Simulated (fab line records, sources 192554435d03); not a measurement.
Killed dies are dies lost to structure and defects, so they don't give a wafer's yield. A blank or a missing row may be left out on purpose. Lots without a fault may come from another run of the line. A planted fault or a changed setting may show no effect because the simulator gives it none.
fab line records | flow n5_finfet
record lots=24 wafers=72 last_day=18
route steps=1938 shown BEOL_M1@775
lots that met no fault: from a run of the same line without faults
start_h: hours from the record's first day to the start of the lot's first wafer shown | wait_h: hours since the lot's step before | " the same as in the row above | L1.1+2: a row that stands for several wafers | - no value, or no start given | * or withheld: withheld | < > ~ a bound
route shown NAME@n: a module of which the file shows steps, and the number in the route of the first | usual: mean/standard deviation of fault-free wafers | same: alike in all rows | chamber/n: place in a boat | sites: the reading at each site | _std_site: their standard deviation | _edge_site: outer sites' mean less inner sites' | radius_mm: how far each site lies from the wafer's centre | mask NAME#n: copy n | behind: the tool/chamber that last shaped the wafer | hold: why the lot was held/for how many hours/how that ended | device: the transistor (n, p or np) that didn't switch | end of line: the same wafers' tests at the end of the route | a step without rows: its recipe alone | killed: dies lost to structure and defects at the first sort, not the wafer's yield | map: a wafer's dies, x killed, . not, _ none there
set.NAME: the setting as run; set.NAME@STEP: as run at that earlier step | model.NAME: the simulator's own value behind a step, which no gauge read
steps of the route over a sample of lots; a table a step, a row a wafer
services: from which hour (start_h, from the record's first day; less than 0 if before it) a tool's chamber was out of use, for how many hours, and why
## steps
# step N5_BEOL_M1_STRIP_19
# recipe chemistry=O2 power_w=400 temp_c=40 pressure_mtorr=30 rf_frequency_hz=6e+07 bias_power_w=0 overash_fraction=0.2 o2_flow_sccm=225
# usual drypump_motor_current_A=5.8/0.44 oes_product_au=0.75/0.063 rf_vpp_V=3.7/0.46 showerhead_plenum_p_Torr=2.08/0.076 throttle_valve_pct=16.81/0.28
# columns lot.wafer tool chamber start_h wait_h drypump_motor_current_A oes_product_au rf_hours_counter_h rf_vpp_V showerhead_plenum_p_Torr throttle_valve_pct
L074.2 rie_diel-03 3 121.99 0.1 5.2 0.78 133 3.4 2.01 16.77
L074.4 " 2 " " 5.9 0.70 238 3.6 2.07 17.29
L074.5 " 1 " " 5.1 0.69 - 3.1 2.06 17.06
L075.1 rie_diel-03 0 125.67 0.1 5.4 0.75 174 3.0 2.20 17.05
L075.4 " 3 " " 5.2 0.78 134 3.3 2.01 16.75
L075.6 " 2 " " 5.9 0.70 - 3.3 2.07 17.27
L076.2 rie_diel-01 3 128.73 0.1 6.1 0.74 180 3.5 2.02 17.22
L076.5 " 2 " " 6.0 0.77 - 4.2 2.19 16.45
L076.6 " 3 " " 6.1 0.73 - 4.0 2.02 17.23
L078.1 rie_diel-02 2 144.17 0.2 5.9 0.76 138 3.7 2.09 16.70
L078.3 " 0 " " 5.6 0.65 246 4.5 2.16 16.75
L078.6 " 0 " " 5.6 0.66 - 3.3 2.16 16.75
L077.1 rie_diel-01 3 144.37 0.1 6.0 0.73 187 3.6 2.01 17.26
L077.4 " 0 " " 6.4 0.75 161 4.2 2.10 16.58
L077.6 " 0 " " 6.4 0.74 - 4.3 2.11 16.57
L079.1 rie_diel-03 2 157.46 0.1 5.9 0.68 247 3.5 2.07 17.29
L079.2 " 3 " " 5.2 0.76 141 3.6 2.01 16.77
L079.3 " 0 " " 5.4 0.74 181 3.2 2.20 17.08
L080.3 rie_diel-01 0 171.11 0.1 6.4 0.74 169 3.5 2.10 16.60
L080.4 " 2 " " 6.1 0.75 151 3.8 2.19 16.47
L080.5 " 0 " " 6.4 0.73 - 3.3 2.10 16.59
L081.1 rie_diel-01 3 172.17 0.1 6.0 0.73 195 4.2 2.01 17.25
L081.5 " 3 " " 6.1 0.73 - 3.5 2.01 17.27
L081.6 " 2 " " 6.1 0.75 - 4.0 2.19 16.47
L082.1 rie_diel-01 0 178.45 0.1 6.4 0.72 172 3.6 2.10 16.59
L082.5 " 0 " " 6.4 0.72 - 3.2 2.10 16.59
L082.6 " 1 " " 5.3 0.75 - 3.9 1.98 16.71
L083.2 rie_diel-01 0 186.35 0.1 6.4 0.73 174 3.5 2.10 16.60
L083.3 " 2 " " 6.1 0.74 156 4.1 2.18 16.48
L083.4 " 1 " " 5.3 0.75 157 3.7 1.98 16.71
L085.1 rie_diel-02 1 186.48 0.1 5.6 0.75 153 4.0 2.01 16.97
L085.3 " 2 " " 5.9 0.75 152 4.0 2.09 16.73
L085.4 " 3 " " 5.4 0.81 85 3.4 2.14 16.61
L084.1 rie_diel-01 0 190.36 0.1 6.4 0.72 175 3.4 2.10 16.60
L084.2 " 2 " " 6.1 0.75 157 3.5 2.18 16.48
L084.3 " 3 " " 6.0 0.73 200 3.4 2.01 17.27
L086.1 rie_diel-03 2 193.95 0.1 5.8 1.02 0 3.1 2.06 16.78
L086.3 " 0 " " 5.4 0.73 192 3.1 2.19 17.09
L086.5 " 1 " " 5.1 0.67 - 4.0 2.05 17.06
L088.1 rie_diel-02 1 206.96 0.1 5.6 0.75 160 3.7 2.01 16.99
L088.2 " 0 " " 5.6 0.92 11 3.9 2.15 16.33
L088.5 " 1 " " 5.6 0.75 - 3.8 2.01 16.99
L087.3 rie_diel-03 1 212.46 0.1 5.1 0.66 237 4.3 2.05 17.09
L087.4 " 2 " " 5.9 0.98 5 3.7 2.06 16.79
L087.5 " 2 " " 5.9 1.00 - 3.5 2.06 16.80
L089.1 rie_diel-01 3 221.79 0.4 6.1 0.71 211 3.3 2.00 17.29
L089.4 " 2 " " 6.1 0.74 168 3.6 2.18 16.50
L089.6 " 2 " " 6.1 0.74 - 3.4 2.18 16.50
L090.1 rie_diel-01 3 227.52 0.2 6.1 0.71 213 3.6 2.00 17.30
L090.2 " 2 " " 6.1 0.74 171 3.2 2.18 16.51
L090.3 " 0 " " 6.4 0.72 188 3.4 2.10 16.62
L091.1 rie_diel-01 1 234.32 0.1 5.3 0.74 171 3.7 1.97 16.72
L091.3 " 0 " " 6.4 0.71 191 3.8 2.09 16.63
L091.6 " 2 " " 6.1 0.74 - 3.2 2.18 16.52
L092.1 rie_diel-02 1 245.11 0.1 5.6 0.74 163 4.5 2.01 17.00
L092.4 " 2 " " 5.9 0.74 161 3.6 2.09 16.74
L092.6 " 0 " " 5.6 0.92 - 4.7 2.15 16.32
L094.1 rie_diel-01 1 245.46 0.2 5.3 0.75 174 3.5 1.97 16.73
L094.2 " 0 " " 6.4 0.72 194 2.7 2.09 16.64
L094.5 " 1 " " 5.3 0.74 - 3.4 1.97 16.73
L093.3 rie_diel-01 2 250.12 0.2 6.1 0.73 179 3.9 2.18 16.54
L093.4 " 0 " " 6.4 0.71 195 3.6 2.09 16.65
L093.5 " 3 " " 6.1 0.70 - 4.2 2.00 17.30
L096.1 rie_diel-01 0 253.71 0.1 6.4 0.71 196 3.7 2.09 16.64
L096.2 " 3 " " 6.1 0.71 222 3.8 2.00 17.30
L096.6 " 0 " " 6.4 0.71 - 4.1 2.09 16.65
L095.1 rie_diel-01 0 254.50 0.1 6.4 0.71 197 4.0 2.09 16.63
L095.2 " 2 " " 6.1 0.73 180 2.7 2.18 16.52
L095.5 " 1 " " 5.3 0.74 - 4.0 1.97 16.75
L097.1 rie_diel-03 3 264.05 0.1 5.2 0.73 178 3.7 1.99 16.85
L097.3 " 0 " " 5.4 0.70 218 3.2 2.18 17.16
L097.5 " 2 " " 5.9 0.93 - 3.7 2.05 16.83
# step N5_BEOL_M1_ETCH_70
# recipe chemistry=N2/H2 target=SOC target_depth_a=800 overetch_a=160 mask_material=SiARC temp_c=40 time_s=120 ion_energy_ev=200 pressure_mtorr=30 source_w=840 bias_w=150 n2_flow_sccm=200 h2_flow_sccm=200
# usual drypump_motor_current_A=5.6/0.39 oes_product_au=0.59/0.055 rf_fwd_power_W=836.0/2.5 rf_vpp_V=523.3/2.3 showerhead_plenum_p_Torr=2.52/0.083 throttle_valve_pct=17.9/0.32
# columns lot.wafer tool chamber start_h wait_h drypump_motor_current_A oes_product_au rf_fwd_power_W rf_hours_counter_h rf_vpp_V showerhead_plenum_p_Torr throttle_valve_pct
L074.2 rie_diel-03 0 133.65 0.0 5.4 0.58 835.2 175 526.8 2.66 18.2
L074.4 " 2 " " 5.8 0.54 832.9 241 523.6 2.49 18.4
L074.5 " 2 " " 5.8 0.54 832.2 - 523.3 2.49 18.4
L075.1 rie_diel-03 3 142.25 0.0 5.2 0.59 836.8 138 522.6 2.44 17.9
L075.4 " 2 " " 5.9 0.54 837.2 242 522.4 2.49 18.4
L075.6 " 1 " " 5.1 0.52 836.5 - 521.9 2.53 18.4
L076.2 rie_diel-02 3 142.37 0.0 5.4 0.64 835.1 71 525.4 2.56 17.5
L076.5 " 0 " " 5.6 0.52 836.3 - 526.3 2.62 17.9
L076.6 " 3 " " 5.4 0.64 838.0 - 525.4 2.56 17.5
L077.1 rie_diel-02 3 146.81 0.0 5.4 0.63 832.5 72 525.1 2.56 17.5
L077.4 " 1 " " 5.6 0.60 831.3 142 520.0 2.44 18.0
L077.6 " 2 " " 5.9 0.58 840.4 - 524.1 2.54 17.8
L078.1 rie_diel-03 1 150.14 0.0 5.1 0.53 835.8 219 521.9 2.52 18.4
L078.3 " 2 " " 5.9 0.55 836.7 245 522.3 2.49 18.4
L078.6 " 3 " " 5.2 0.59 834.8 - 519.6 2.43 17.9
L079.1 rie_diel-03 0 161.35 0.0 5.4 0.57 834.7 181 526.5 2.66 18.2
L079.2 " 3 " " 5.2 0.59 836.7 142 521.5 2.43 17.9
L079.3 " 1 " " 5.1 0.52 839.2 222 521.7 2.52 18.4
L080.3 rie_diel-01 3 173.09 0.0 6.1 0.55 834.5 196 520.1 2.41 18.3
L080.4 " 1 " " 5.3 0.58 838.2 153 520.8 2.44 18.1
L080.5 " 0 " " 6.4 0.57 841.3 - 523.3 2.52 17.5
L081.1 rie_diel-03 1 181.62 0.0 5.1 0.52 836.2 227 523.5 2.52 18.4
L081.5 " 1 " " 5.1 0.52 834.0 - 523.4 2.52 18.4
L081.6 " 3 " " 5.2 0.59 837.0 - 521.1 2.43 17.9
L082.1 rie_diel-02 1 184.92 0.0 5.6 0.59 833.9 153 523.1 2.43 18.0
L082.5 " 0 " " 5.6 0.72 833.4 - 526.3 2.62 17.5
L082.6 " 1 " " 5.6 0.59 837.1 - 521.8 2.43 18.0
L083.2 rie_diel-01 0 189.19 0.0 6.4 0.57 828.0 174 524.3 2.52 17.5
L083.3 " 1 " " 5.3 0.58 838.5 157 519.8 2.43 18.1
L083.4 " 3 " " 6.0 0.55 841.8 199 520.9 2.41 18.3
L085.1 rie_diel-02 1 189.46 0.0 5.6 0.59 836.3 154 520.3 2.43 18.0
L085.3 " 0 " " 5.6 0.73 833.5 5 526.0 2.62 17.5
L085.4 " 3 " " 5.3 0.63 835.0 86 524.2 2.55 17.5
L084.1 rie_diel-01 2 194.14 0.0 6.1 0.57 835.2 158 525.2 2.65 17.6
L084.2 " 1 " " 5.3 0.58 837.8 159 520.7 2.43 18.1
L084.3 " 3 " " 6.0 0.55 835.0 201 520.6 2.41 18.3
L086.1 rie_diel-02 0 199.95 0.0 5.6 0.72 841.8 9 526.9 2.61 17.5
L086.3 " 3 " " 5.3 0.62 833.2 89 524.8 2.55 17.5
L086.5 " 0 " " 5.6 0.71 838.6 - 526.2 2.61 17.5
L088.1 rie_diel-02 2 210.41 0.0 5.9 0.57 838.2 159 522.8 2.54 17.9
L088.2 " 1 " " 5.6 0.58 835.7 161 520.2 2.43 18.1
L088.5 " 3 " " 5.3 0.62 836.4 - 523.8 2.55 17.5
L087.3 rie_diel-01 1 220.57 0.0 5.3 0.57 835.7 165 519.1 2.43 18.1
L087.4 " 0 " " 6.4 0.56 840.3 185 524.3 2.51 17.6
L087.5 " 2 " " 6.1 0.57 836.3 - 526.0 2.64 17.6
L089.1 rie_diel-03 2 224.70 0.0 5.9 0.73 834.9 10 522.9 2.48 17.9
L089.4 " 1 " " 5.1 0.51 837.8 242 523.9 2.51 18.4
L089.6 " 0 " " 5.4 0.56 836.5 - 525.6 2.65 18.2
L090.1 rie_diel-03 3 232.94 0.0 5.2 0.58 829.5 166 520.9 2.42 17.9
L090.2 " 2 " " 5.9 0.72 834.6 14 523.0 2.48 18.0
L090.3 " 0 " " 5.4 0.56 837.2 206 526.6 2.65 18.2
L091.1 rie_diel-01 1 238.28 0.0 5.3 0.58 836.2 172 519.5 2.43 18.1
L091.3 " 0 " " 6.4 0.56 840.0 192 521.8 2.51 17.6
L091.6 " 1 " " 5.3 0.57 834.8 - 520.4 2.43 18.1
L092.1 rie_diel-01 3 248.78 0.0 6.1 0.54 833.3 221 520.3 2.40 18.4
L092.4 " 0 " " 6.4 0.56 837.2 195 522.6 2.51 17.6
L092.6 " 3 " " 6.1 0.54 832.9 - 520.4 2.40 18.4
L094.1 rie_diel-02 3 255.21 0.0 5.4 0.61 835.6 96 525.0 2.55 17.5
L094.2 " 0 " " 5.6 0.69 836.8 16 525.5 2.61 17.5
L094.5 " 3 " " 5.3 0.62 835.9 - 524.1 2.55 17.5
L093.3 rie_diel-02 0 257.51 0.0 5.6 0.69 838.1 17 524.3 2.61 17.5
L093.4 " 1 " " 5.6 0.58 835.7 166 519.6 2.43 18.1
L093.5 " 0 " " 5.6 0.69 834.7 - 524.6 2.61 17.5
L096.1 rie_diel-02 1 259.03 0.0 5.6 0.59 836.9 166 520.4 2.43 18.1
L096.2 " 0 " " 5.6 0.70 833.5 17 525.2 2.61 17.5
L096.6 " 0 " " 5.6 0.69 836.7 - 525.4 2.61 17.5
L095.1 rie_diel-03 0 259.21 0.0 5.4 0.56 837.7 215 526.6 2.65 18.3
L095.2 " 2 " " 5.9 0.71 834.9 24 523.8 2.47 18.0
L095.5 " 0 " " 5.4 0.56 837.8 - 526.3 2.64 18.3
L097.1 rie_diel-01 3 268.65 0.0 6.1 0.53 834.7 226 518.8 2.40 18.4
L097.3 " 0 " " 6.4 0.56 836.2 200 523.6 2.50 17.6
L097.5 " 0 " " 6.4 0.56 835.8 - 523.8 2.50 17.6
# step N5_BEOL_M1_STRIP_97
# recipe chemistry=N2/H2 time_s=10 power_w=450 temp_c=40 pressure_mtorr=20 rf_frequency_hz=6e+07 bias_power_w=7 n2_flow_sccm=200 h2_flow_sccm=200
# usual drypump_motor_current_A=5.6/0.38 oes_product_au=0.76/0.075 rf_vpp_V=59.0/0.91 showerhead_plenum_p_Torr=2.52/0.084 throttle_valve_pct=23.7/0.4
# columns lot.wafer tool chamber start_h wait_h drypump_motor_current_A oes_product_au rf_hours_counter_h rf_vpp_V showerhead_plenum_p_Torr throttle_valve_pct
L074.2 rie_diel-03 0 - - 5.4 0.74 176 60.2 2.66 23.9
L074.4 " 2 " " 5.9 0.69 241 60.4 2.48 24.4
L074.5 " 2 " " 5.9 0.69 - 59.7 2.48 24.4
L075.1 rie_diel-03 3 - - 5.2 0.77 138 58.5 2.43 23.7
L075.4 " 2 " " 5.8 0.69 243 57.5 2.48 24.4
L075.6 " 1 " " 5.1 0.68 - 59.2 2.52 24.3
L076.2 rie_diel-02 3 - - 5.4 0.84 71 59.0 2.55 23.2
L076.5 " 0 " " 5.6 0.66 - 58.9 2.62 23.6
L076.6 " 3 " " 5.3 0.82 - 58.5 2.55 23.2
L077.1 rie_diel-02 3 - - 5.3 0.84 73 60.8 2.55 23.1
L077.4 " 1 " " 5.6 0.78 143 60.3 2.43 23.8
L077.6 " 2 " " 5.9 0.77 - 58.6 2.54 23.5
L078.1 rie_diel-03 1 - - 5.1 0.67 219 59.7 2.52 24.3
L078.3 " 2 " " 5.9 0.69 245 58.4 2.48 24.4
L078.6 " 3 " " 5.2 0.77 - 59.9 2.43 23.7
L079.1 rie_diel-03 0 - - 5.4 0.73 182 58.7 2.66 24.0
L079.2 " 3 " " 5.2 0.76 142 59.0 2.43 23.7
L079.3 " 1 " " 5.1 0.68 222 59.1 2.52 24.3
L080.3 rie_diel-01 3 - - 6.1 0.72 196 58.6 2.41 24.3
L080.4 " 1 " " 5.3 0.76 153 60.1 2.43 24.0
L080.5 " 0 " " 6.4 0.73 - 58.7 2.51 23.3
L081.1 rie_diel-03 1 - - 5.1 0.66 228 59.6 2.52 24.3
L081.5 " 1 " " 5.1 0.67 - 59.4 2.52 24.3
L081.6 " 3 " " 5.2 0.76 - 57.0 2.43 23.7
L082.1 rie_diel-02 1 - - 5.6 0.75 153 59.4 2.43 23.8
L082.5 " 0 " " 5.6 0.95 - 59.0 2.61 23.4
L082.6 " 1 " " 5.6 0.76 - 59.2 2.43 23.8
L083.2 rie_diel-01 0 - - 6.4 0.73 174 58.9 2.51 23.3
L083.3 " 1 " " 5.3 0.76 157 59.6 2.43 24.0
L083.4 " 3 " " 6.1 0.72 200 57.4 2.40 24.3
L085.1 rie_diel-02 1 - - 5.6 0.76 154 60.0 2.43 23.8
L085.3 " 0 " " 5.6 0.94 6 59.2 2.61 23.4
L085.4 " 3 " " 5.4 0.80 86 58.6 2.55 23.2
L084.1 rie_diel-01 2 - - 6.2 0.75 158 58.0 2.64 23.2
L084.2 " 1 " " 5.3 0.76 159 57.7 2.43 24.1
L084.3 " 3 " " 6.1 0.72 201 57.1 2.40 24.3
L086.1 rie_diel-02 0 - - 5.6 0.93 9 60.1 2.61 23.4
L086.3 " 3 " " 5.4 0.81 89 59.5 2.54 23.2
L086.5 " 0 " " 5.6 0.93 - 58.4 2.61 23.4
L088.1 rie_diel-02 2 - - 5.9 0.75 159 59.7 2.53 23.5
L088.2 " 1 " " 5.6 0.74 161 60.3 2.43 23.8
L088.5 " 3 " " 5.3 0.80 - 58.8 2.54 23.2
L087.3 rie_diel-01 1 - - 5.3 0.74 165 58.1 2.43 24.1
L087.4 " 0 " " 6.4 0.72 185 57.8 2.51 23.3
L087.5 " 2 " " 6.1 0.74 - 57.8 2.64 23.2
L089.1 rie_diel-03 2 - - 5.8 0.97 10 58.3 2.48 23.9
L089.4 " 1 " " 5.1 0.66 242 58.3 2.51 24.3
L089.6 " 0 " " 5.4 0.72 - 58.7 2.65 24.0
L090.1 rie_diel-03 3 - - 5.2 0.74 166 59.8 2.42 23.7
L090.2 " 2 " " 5.9 0.96 14 58.9 2.47 23.9
L090.3 " 0 " " 5.4 0.72 206 58.9 2.64 24.0
L091.1 rie_diel-01 1 - - 5.3 0.73 172 58.6 2.42 24.1
L091.3 " 0 " " 6.4 0.70 192 58.5 2.50 23.3
L091.6 " 1 " " 5.3 0.74 - 58.2 2.42 24.1
L092.1 rie_diel-01 3 - - 6.1 0.70 221 57.3 2.40 24.3
L092.4 " 0 " " 6.4 0.71 195 58.6 2.50 23.3
L092.6 " 3 " " 6.1 0.70 - 59.2 2.40 24.3
L094.1 rie_diel-02 3 - - 5.4 0.81 96 59.4 2.54 23.2
L094.2 " 0 " " 5.6 0.90 17 58.3 2.61 23.4
L094.5 " 3 " " 5.3 0.80 - 57.9 2.54 23.2
L093.3 rie_diel-02 0 - - 5.6 0.91 17 59.6 2.61 23.4
L093.4 " 1 " " 5.6 0.74 166 59.6 2.42 23.9
L093.5 " 0 " " 5.6 0.91 - 59.9 2.61 23.4
L096.1 rie_diel-02 1 - - 5.6 0.74 166 58.8 2.42 23.8
L096.2 " 0 " " 5.6 0.91 17 58.8 2.61 23.4
L096.6 " 0 " " 5.6 0.92 - 61.1 2.61 23.4
L095.1 rie_diel-03 0 - - 5.4 0.71 215 60.7 2.64 24.0
L095.2 " 2 " " 5.9 0.93 24 58.6 2.47 23.9
L095.5 " 0 " " 5.4 0.71 - 59.9 2.64 24.0
L097.1 rie_diel-01 3 - - 6.1 0.70 226 59.4 2.39 24.3
L097.3 " 0 " " 6.4 0.70 200 61.9 2.50 23.3
L097.5 " 0 " " 6.4 0.70 - 57.5 2.50 23.3
# step N5_BEOL_M1_DEGAS_44
# recipe ambient=vacuum temp_c=250 time_s=60
# usual heater_power_w=365/28
# columns lot.wafer tool chamber start_h wait_h heater_power_w
L074.2 pvd_sputter-03 - 139.62 5.5 391
L074.4 " - " " 367
L074.5 " - " " 402
L075.1 pvd_sputter-03 - 142.82 0.1 396
L075.4 " - " " 323
L075.6 " - " " 389
L076.2 pvd_sputter-01 - 142.93 0.0 423
L076.5 " - " " 408
L076.6 " - " " 404
L077.1 pvd_sputter-02 - 147.81 0.5 335
L077.4 " - " " 334
L077.6 " - " " 333
L078.1 pvd_sputter-01 - 150.93 0.3 406
L078.3 " - " " 403
L078.6 " - " " 418
L079.1 pvd_sputter-03 - 161.99 0.1 396
L079.2 " - " " 377
L079.3 " - " " 332
L080.3 pvd_sputter-01 - 173.74 0.0 405
L080.4 " - " " 349
L080.5 " - " " 381
L081.1 pvd_sputter-03 - 182.17 0.0 326
L081.5 " - " " 315
L081.6 " - " " 388
L082.1 pvd_sputter-02 - 185.80 0.4 352
L082.5 " - " " 340
L082.6 " - " " 340
L083.2 pvd_sputter-03 - 190.12 0.4 336
L083.3 " - " " 399
L083.4 " - " " 364
L085.1 pvd_sputter-01 - 190.22 0.3 374
L085.3 " - " " 394
L085.4 " - " " 349
L084.1 pvd_sputter-02 - 195.32 0.7 331
L084.2 " - " " 349
L084.3 " - " " 335
L086.1 pvd_sputter-01 - 200.99 0.5 413
L086.3 " - " " 356
L086.5 " - " " 373
L088.1 pvd_sputter-01 - 211.56 0.6 404
L088.2 " - " " 369
L088.5 " - " " 375
L087.3 pvd_sputter-03 - 221.17 0.1 396
L087.4 " - " " 349
L087.5 " - " " 365
L089.1 pvd_sputter-02 - 225.42 0.2 349
L089.4 " - " " 344
L089.6 " - " " 328
L090.1 pvd_sputter-01 - 233.95 0.5 352
L090.2 " - " " 405
L090.3 " - " " 371
L091.1 pvd_sputter-01 - 238.84 0.0 388
L091.3 " - " " 400
L091.6 " - " " 398
L092.1 pvd_sputter-01 - 249.48 0.2 349
L092.4 " - " " 402
L092.6 " - " " 411
L094.1 pvd_sputter-02 - 256.66 0.9 357
L094.2 " - " " 330
L094.5 " - " " 327
L093.3 pvd_sputter-03 - 258.56 0.5 388
L093.4 " - " " 332
L093.5 " - " " 331
L096.1 pvd_sputter-03 - 260.06 0.5 354
L096.2 " - " " 387
L096.6 " - " " 348
L095.1 pvd_sputter-03 - 260.66 0.9 341
L095.2 " - " " 363
L095.5 " - " " 350
L097.1 pvd_sputter-01 - 269.50 0.3 380
L097.3 " - " " 351
L097.5 " - " " 400
# step N5_BEOL_M1_SURFACE_TREAT_85
# recipe gas=Ar time_s=* ion_energy_ev=* ion_current_ma_cm2=0.5 pressure_mtorr=* ar_flow_sccm=30
# usual ar_flow_sccm=29.99/0.089 throttle_valve_pct=*
# columns lot.wafer tool chamber start_h wait_h ar_flow_sccm throttle_valve_pct
L074.2 pvd_sputter-03 - 140.38 0.3 29.90 *
L074.4 " - " " 29.99 *
L074.5 " - " " 30.03 *
L075.1 pvd_sputter-03 - 143.15 0.1 29.98 *
L075.4 " - " " 30.02 *
L075.6 " - " " 29.87 *
L076.2 pvd_sputter-03 - 143.27 0.1 29.84 *
L076.5 " - " " 30.02 *
L076.6 " - " " 29.97 *
L077.1 pvd_sputter-02 - 148.25 0.2 30.04 *
L077.4 " - " " 30.09 *
L077.6 " - " " 29.95 *
L078.1 pvd_sputter-01 - 151.27 0.1 29.97 *
L078.3 " - " " 30.14 *
L078.6 " - " " 30.05 *
L079.1 pvd_sputter-03 - 162.47 0.3 29.89 *
L079.2 " - " " 29.98 *
L079.3 " - " " 30.12 *
L080.3 pvd_sputter-02 - 174.14 0.2 29.91 *
L080.4 " - " " 29.94 *
L080.5 " - " " 29.86 *
L081.1 pvd_sputter-01 - 182.60 0.2 29.96 *
L081.5 " - " " 29.93 *
L081.6 " - " " 29.96 *
L082.1 pvd_sputter-03 - 186.16 0.2 29.95 *
L082.5 " - " " 29.99 *
L082.6 " - " " 29.92 *
L083.2 pvd_sputter-03 - 190.54 0.2 29.99 *
L083.3 " - " " 29.92 *
L083.4 " - " " 30.07 *
L085.1 pvd_sputter-02 - 190.60 0.2 30.15 *
L085.3 " - " " 30.03 *
L085.4 " - " " 30.09 *
L084.1 pvd_sputter-03 - 196.90 1.4 29.89 *
L084.2 " - " " 30.00 *
L084.3 " - " " 30.03 *
L086.1 pvd_sputter-01 - 201.33 0.1 30.06 *
L086.3 " - " " 29.91 *
L086.5 " - " " 30.00 *
L088.1 pvd_sputter-03 - 212.08 0.3 29.95 *
L088.2 " - " " 29.94 *
L088.5 " - " " 30.01 *
L087.3 pvd_sputter-03 - 221.50 0.1 30.01 *
L087.4 " - " " 29.75 *
L087.5 " - " " 30.06 *
L089.1 pvd_sputter-03 - 225.89 0.3 29.95 *
L089.4 " - " " 29.96 *
L089.6 " - " " 30.06 *
L090.1 pvd_sputter-01 - 234.53 0.2 30.00 *
L090.2 " - " " 29.98 *
L090.3 " - " " 30.07 *
L091.1 pvd_sputter-03 - 239.19 0.1 30.08 *
L091.3 " - " " 30.17 *
L091.6 " - " " 29.92 *
L092.1 pvd_sputter-02 - 249.82 0.1 30.01 *
L092.4 " - " " 29.95 *
L092.6 " - " " 29.96 *
L094.1 pvd_sputter-02 - 257.18 0.3 29.97 *
L094.2 " - " " 30.16 *
L094.5 " - " " 30.12 *
L093.3 pvd_sputter-03 - 259.10 0.3 30.06 *
L093.4 " - " " 29.82 *
L093.5 " - " " 29.97 *
L096.1 pvd_sputter-01 - 260.58 0.3 30.02 *
L096.2 " - " " 29.96 *
L096.6 " - " " 29.98 *
L095.1 pvd_sputter-02 - 261.22 0.4 30.14 *
L095.2 " - " " 29.95 *
L095.5 " - " " 30.06 *
L097.1 pvd_sputter-03 - 269.86 0.2 29.98 *
L097.3 " - " " 30.03 *
L097.5 " - " " 30.06 *
# step N5_BEOL_M1_ANNEAL_93
# recipe temp_c=400 time_s=240 ambient=vacuum
# usual heater_power_w=903/66
# columns lot.wafer tool chamber start_h wait_h heater_power_w
L074.2 pvd_sputter-01 - 142.02 0.0 1005
L074.4 " - " " 933
L074.5 " - " " 893
L075.1 pvd_sputter-02 - 144.77 0.0 869
L075.4 " - " " 846
L075.6 " - " " 855
L076.2 pvd_sputter-01 - 146.53 0.0 937
L076.5 " - " " 867
L076.6 " - " " 990
L077.1 pvd_sputter-01 - 150.21 0.0 980
L077.4 " - " " 942
L077.6 " - " " 998
L078.1 pvd_sputter-03 - 152.95 0.0 1006
L078.3 " - " " 871
L078.6 " - " " 844
L079.1 pvd_sputter-02 - 164.09 0.0 854
L079.2 " - " " 829
L079.3 " - " " 877
L080.3 pvd_sputter-01 - 175.78 0.0 1031
L080.4 " - " " 997
L080.5 " - " " 925
L081.1 pvd_sputter-01 - 184.22 0.0 1006
L081.5 " - " " 963
L081.6 " - " " 1043
L082.1 pvd_sputter-03 - 188.24 0.0 826
L082.5 " - " " 959
L082.6 " - " " 800
L083.2 pvd_sputter-02 - 192.16 0.0 878
L083.3 " - " " 865
L083.4 " - " " 841
L085.1 pvd_sputter-01 - 192.22 0.0 901
L085.3 " - " " 1037
L085.4 " - " " 925
L084.1 pvd_sputter-03 - 198.88 0.0 910
L084.2 " - " " 821
L084.3 " - " " 850
L086.1 pvd_sputter-03 - 203.24 0.0 867
L086.3 " - " " 983
L086.5 " - " " 871
L088.1 pvd_sputter-03 - 213.72 0.0 997
L088.2 " - " " 876
L088.5 " - " " 941
L087.3 pvd_sputter-02 - 224.72 0.0 876
L087.4 " - " " 872
L087.5 " - " " 865
L089.1 pvd_sputter-01 - 227.64 0.0 907
L089.4 " - " " 983
L089.6 " - " " 870
L090.1 pvd_sputter-03 - 237.50 0.0 978
L090.2 " - " " 817
L090.3 " - " " 872
L091.1 pvd_sputter-03 - 240.89 0.0 836
L091.3 " - " " 933
L091.6 " - " " 927
L092.1 pvd_sputter-03 - 251.52 0.0 1006
L092.4 " - " " 837
L092.6 " - " " 972
L094.1 pvd_sputter-02 - 258.94 0.0 876
L094.2 " - " " 844
L094.5 " - " " 828
L093.3 pvd_sputter-02 - 260.78 0.0 834
L093.4 " - " " 864
L093.5 " - " " 866
L096.1 pvd_sputter-01 - 262.26 0.0 874
L096.2 " - " " 1033
L096.6 " - " " 955
L095.1 pvd_sputter-02 - 263.34 0.0 829
L095.2 " - " " 856
L095.5 " - " " 869
L097.1 pvd_sputter-03 - 271.54 0.0 999
L097.3 " - " " 894
L097.5 " - " " 882
## services
# columns tool chamber start_h hours kind
rie_diel-03 3 101.29 10.9 repair
pvd_sputter-02 - 108.32 7.1 repair
rie_diel-01 - 109.57 5.3 repair
rie_diel-01 1 126.45 15.1 repair
pvd_sputter-02 - 134.32 7.9 repair
rie_diel-03 3 146.00 3.7 repair
rie_diel-02 0 156.91 - clean
rie_diel-02 0 156.91 - consumable_replace:focus_ring
rie_diel-02 0 156.91 15.5 scheduled_down
rie_diel-02 0 156.91 15.5 vent_cycle
pvd_sputter-02 - 157.03 4.8 repair
rie_diel-03 2 173.35 - clean
rie_diel-03 2 173.35 - consumable_replace:focus_ring
rie_diel-03 2 173.35 19.9 scheduled_down
rie_diel-03 2 173.35 19.9 vent_cycle
rie_diel-01 1 197.73 6.1 repair
rie_diel-01 1 210.44 1.8 repair
rie_diel-02 - 212.13 28.1 pm
pvd_sputter-03 - 216.20 4.0 repair
rie_diel-03 1 245.77 - clean
rie_diel-03 1 245.77 - consumable_replace:focus_ring
rie_diel-03 1 245.77 18.5 scheduled_down
rie_diel-03 1 245.77 18.5 vent_cycle
## key
fault none
